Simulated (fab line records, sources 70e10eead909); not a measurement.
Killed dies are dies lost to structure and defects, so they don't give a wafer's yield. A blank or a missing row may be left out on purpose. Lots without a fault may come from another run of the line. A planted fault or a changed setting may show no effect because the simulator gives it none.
Chamber matching | flow nand_harc | NHARC_A_BONDPAD_CMP_29 on cmp-04: 4 sister chambers
The step polishes SiCN, target thk 200 nm. 4 wafers are shown with their chamber, then 9 later ones without.

WAFERS WITH THEIR CHAMBER
wafer  | chamber | motor_current_A (A)
L089.4 | 1       | 11.8
L093.2 | 3       | 12.6
L093.3 | 0       | 12.5
L093.6 | 2       | 10.8

WAFERS WITHOUT THEIR CHAMBER
wafer  | motor_current_A (A)
L092.4 | 11.8
L092.5 | 12.4
L092.6 | 12.2
L096.1 | 12.2
L096.3 | 12.5
L096.6 | 12.4
L097.2 | 12.0
L097.4 | 12.1
L097.5 | 12.4

WHICH CHAMBER EACH WENT THROUGH
wafer  | from the rows above          | in truth
L092.4 | 1                            | 1
L092.5 | can't be placed: 0 or 3      | 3
L092.6 | can't be placed: 0 or 1 or 3 | 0
L096.1 | can't be placed: 0 or 1 or 3 | 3
L096.3 | can't be placed: 0 or 3      | 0
L096.6 | can't be placed: 0 or 3      | 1
L097.2 | can't be placed: 1 or 0      | 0
L097.4 | can't be placed: 1 or 0 or 3 | 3
L097.5 | can't be placed: 0 or 3      | 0
Placed correctly: 1 of 9. Can't be placed from these rows: 8 (the true chamber is among the candidates in 7). Placed wrongly: 0.
How it was worked out, from the rows above alone: a wafer's distance from a chamber is the root of the sum, over the readings, of the square of ((its reading less the chamber's mean) divided by the reading's scatter). The wafer belongs to the nearest chamber; if the next one is less than 2 further off, it can't be placed. A chamber's mean is the mean of its shown wafers. The scatter: with one shown wafer a chamber, the root of the mean of the squares of how far each hidden wafer lies from its nearest shown one.
